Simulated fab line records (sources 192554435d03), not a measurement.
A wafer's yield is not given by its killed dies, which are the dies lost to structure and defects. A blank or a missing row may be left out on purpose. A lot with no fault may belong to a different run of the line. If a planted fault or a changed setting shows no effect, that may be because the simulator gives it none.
Chamber matching || flow n5-finfet || N5_BEOL_M4_ETCH_70 on rie-diel-04 has 4 sister chambers
The step etches SOC in N2/H2, target depth 80 nm, overetch 24 nm, time 130 s. 14 wafers are shown with their chamber, then 7 later ones without.

== WAFERS, EACH WITH ITS CHAMBER ==
{"wafer": "L450.4", "chamber": 1, "showerhead-plenum-p-Torr (Torr)": 2.62, "throttle-valve-pct (%)": 18.0, "drypump-motor-current-A (A)": 6.5}
{"wafer": "L450.5", "chamber": 0, "showerhead-plenum-p-Torr (Torr)": 2.63, "throttle-valve-pct (%)": 17.9, "drypump-motor-current-A (A)": 6.3}
{"wafer": "L450.6", "chamber": 1, "showerhead-plenum-p-Torr (Torr)": 2.62, "throttle-valve-pct (%)": 18.0, "drypump-motor-current-A (A)": 6.4}
{"wafer": "L454.1", "chamber": 0, "showerhead-plenum-p-Torr (Torr)": 2.62, "throttle-valve-pct (%)": 17.9, "drypump-motor-current-A (A)": 6.2}
{"wafer": "L454.3", "chamber": 3, "showerhead-plenum-p-Torr (Torr)": 2.53, "throttle-valve-pct (%)": 18.1, "drypump-motor-current-A (A)": 6.3}
{"wafer": "L454.5", "chamber": 2, "showerhead-plenum-p-Torr (Torr)": 2.55, "throttle-valve-pct (%)": 18.3, "drypump-motor-current-A (A)": 6.1}
{"wafer": "L457.3", "chamber": 0, "showerhead-plenum-p-Torr (Torr)": 2.62, "throttle-valve-pct (%)": 18.0, "drypump-motor-current-A (A)": 6.3}
{"wafer": "L457.4", "chamber": 3, "showerhead-plenum-p-Torr (Torr)": 2.53, "throttle-valve-pct (%)": 18.1, "drypump-motor-current-A (A)": 6.2}
{"wafer": "L457.5", "chamber": 2, "showerhead-plenum-p-Torr (Torr)": 2.54, "throttle-valve-pct (%)": 18.4, "drypump-motor-current-A (A)": 6.1}
{"wafer": "L459.3", "chamber": 0, "showerhead-plenum-p-Torr (Torr)": 2.61, "throttle-valve-pct (%)": 18.0, "drypump-motor-current-A (A)": 6.3}
{"wafer": "L459.4", "chamber": 2, "showerhead-plenum-p-Torr (Torr)": 2.54, "throttle-valve-pct (%)": 18.3, "drypump-motor-current-A (A)": 6.1}
{"wafer": "L459.5", "chamber": 2, "showerhead-plenum-p-Torr (Torr)": 2.54, "throttle-valve-pct (%)": 18.4, "drypump-motor-current-A (A)": 6.1}
{"wafer": "L473.2", "chamber": 2, "showerhead-plenum-p-Torr (Torr)": 2.53, "throttle-valve-pct (%)": 18.4, "drypump-motor-current-A (A)": 6.1}
{"wafer": "L473.3", "chamber": 0, "showerhead-plenum-p-Torr (Torr)": 2.61, "throttle-valve-pct (%)": 17.6, "drypump-motor-current-A (A)": 6.3}

SIGNATURES, as means of the wafers listed above
{"reading": "showerhead-plenum-p-Torr", "chamber 0": 2.6180, "chamber 1": 2.6200, "chamber 2": 2.5400, "chamber 3": 2.5300, "scatter within a chamber": 0.00693}
{"reading": "throttle-valve-pct", "chamber 0": 17.880, "chamber 1": 18.000, "chamber 2": 18.360, "chamber 3": 18.100, "scatter within a chamber": 0.11}
{"reading": "drypump-motor-current-A", "chamber 0": 6.280, "chamber 1": 6.450, "chamber 2": 6.100, "chamber 3": 6.250, "scatter within a chamber": 0.0424}
Rule: a wafer lies at a distance from a chamber equal to the root of the sum of squares, over the readings, of (its reading less the chamber's mean, divided by the reading's scatter). If the next closest chamber is less than 2 further off than the closest, the wafer can't be placed; otherwise it belongs to the closest. The scatter is the square root of a quotient: the sum, over the shown wafers, of each reading's squared deviation from its chamber's mean, divided by wafers minus chambers.

== WAFERS WHOSE CHAMBER IS MISSING ==
{"wafer": "L473.6", "showerhead-plenum-p-Torr (Torr)": 2.60, "throttle-valve-pct (%)": 17.7, "drypump-motor-current-A (A)": 6.5}
{"wafer": "L470.1", "showerhead-plenum-p-Torr (Torr)": 2.53, "throttle-valve-pct (%)": 18.4, "drypump-motor-current-A (A)": 6.1}
{"wafer": "L470.4", "showerhead-plenum-p-Torr (Torr)": 2.60, "throttle-valve-pct (%)": 17.7, "drypump-motor-current-A (A)": 6.4}
{"wafer": "L470.6", "showerhead-plenum-p-Torr (Torr)": 2.51, "throttle-valve-pct (%)": 18.2, "drypump-motor-current-A (A)": 6.2}
{"wafer": "L472.3", "showerhead-plenum-p-Torr (Torr)": 2.53, "throttle-valve-pct (%)": 18.4, "drypump-motor-current-A (A)": 6.1}
{"wafer": "L472.4", "showerhead-plenum-p-Torr (Torr)": 2.51, "throttle-valve-pct (%)": 18.2, "drypump-motor-current-A (A)": 6.3}
{"wafer": "L472.6", "showerhead-plenum-p-Torr (Torr)": 2.61, "throttle-valve-pct (%)": 17.6, "drypump-motor-current-A (A)": 6.3}

== WHICH CHAMBER EACH ONE RAN IN ==
{"wafer": "L473.6", "from the rows above": "can't be placed: 1 or 0", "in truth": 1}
{"wafer": "L470.1", "from the rows above": 2, "in truth": 2}
{"wafer": "L470.4", "from the rows above": "can't be placed: 1 or 0", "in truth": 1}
{"wafer": "L470.6", "from the rows above": "can't be placed: 3 or 2", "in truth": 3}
{"wafer": "L472.3", "from the rows above": 2, "in truth": 2}
{"wafer": "L472.4", "from the rows above": 3, "in truth": 3}
{"wafer": "L472.6", "from the rows above": 0, "in truth": 0}
Correct placement for 4 of the 7. Can't be placed from these rows: 3 (the true chamber is among the candidates in 3). Number placed wrongly: 0.
